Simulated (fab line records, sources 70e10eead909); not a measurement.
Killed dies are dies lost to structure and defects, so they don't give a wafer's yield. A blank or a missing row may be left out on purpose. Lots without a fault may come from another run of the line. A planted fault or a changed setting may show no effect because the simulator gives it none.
Chamber matching | flow nand_harc | NHARC_A_CHANNEL_FILL_D1_ALD_14 on ald_hk-02: 4 sister chambers
The step deposits SiO2, target thk 2.5 nm, pulse time 10 s, ald cycles 25. 24 wafers are shown with their chamber, then 12 later ones without.

WAFERS WITH THEIR CHAMBER
wafer  | chamber | heater_power_w (W) | precursor_pulse_height_rel
L077.2 | 0       | 572                | 1.023
L077.4 | 1       | 501                | 0.991
L077.6 | 3       | 559                | 1.009
L076.1 | 1       | 497                | 0.975
L076.4 | 3       | 568                | 0.999
L076.6 | 0       | 551                | 1.007
L080.3 | 3       | 564                | 0.958
L080.4 | 1       | 505                | 1.019
L080.5 | 1       | 504                | 0.998
L088.1 | 1       | 509                | 0.981
L088.2 | 3       | 558                | 1.011
L088.4 | 0       | 561                | 1.006
L088.3 | 2       | 681                | 1.021
L088.5 | 3       | 578                | 1.007
L088.6 | 0       | 569                | 1.010
L092.2 | 0       | 544                | 1.011
L092.5 | 3       | 498                | 1.009
L092.6 | 2       | 637                | 0.965
L095.1 | 2       | 630                | 0.984
L095.2 | 0       | 553                | 1.007
L095.4 | 1       | 528                | 1.024
L096.2 | 2       | 650                | 1.045
L096.3 | 0       | 556                | 0.986
L096.4 | 1       | 515                | 0.974

SIGNATURES (means of the wafers above)
reading                    | chamber 0 | chamber 1 | chamber 2 | chamber 3 | scatter within a chamber
heater_power_w             | 558.00    | 508.43    | 649.50    | 554.17    | 18.5
precursor_pulse_height_rel | 1.00714   | 0.99457   | 1.00375   | 0.99883   | 0.0214
Rule: a wafer's distance from a chamber is the root of the sum, over the readings, of the square of ((its reading less the chamber's mean) divided by the reading's scatter). The wafer belongs to the nearest chamber; if the next one is less than 2 further off, it can't be placed. The scatter: the root of (the sum of the squares of (reading less its chamber's mean) over the shown wafers, divided by (wafers less chambers)).

WAFERS WITHOUT THEIR CHAMBER
wafer  | heater_power_w (W) | precursor_pulse_height_rel
L096.1 | 501                | 1.001
L096.5 | 546                | 0.982
L096.6 | 524                | 0.985
L094.1 | 512                | 0.984
L094.2 | 629                | 1.022
L094.5 | 495                | 0.956
L094.3 | 515                | 0.977
L094.4 | 553                | 0.977
L094.6 | 557                | 0.967
L097.1 | 546                | 1.008
L097.4 | 501                | 1.017
L097.5 | 526                | 1.002

WHICH CHAMBER EACH WENT THROUGH
wafer  | from the rows above          | in truth
L096.1 | 1                            | 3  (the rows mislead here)
L096.5 | can't be placed: 3 or 0 or 1 | 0
L096.6 | can't be placed: 1 or 3 or 0 | 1
L094.1 | can't be placed: 1 or 3      | 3
L094.2 | 2                            | 2
L094.5 | can't be placed: 1 or 3      | 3
L094.3 | can't be placed: 1 or 3 or 0 | 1
L094.4 | can't be placed: 3 or 0 or 1 | 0
L094.6 | can't be placed: 3 or 0 or 1 | 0
L097.1 | can't be placed: 3 or 0 or 1 | 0
L097.4 | can't be placed: 1 or 3 or 0 | 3
L097.5 | can't be placed: 1 or 3 or 0 | 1
Placed correctly: 1 of 12. Can't be placed from these rows: 10 (the true chamber is among the candidates in 10). Placed wrongly: 1.
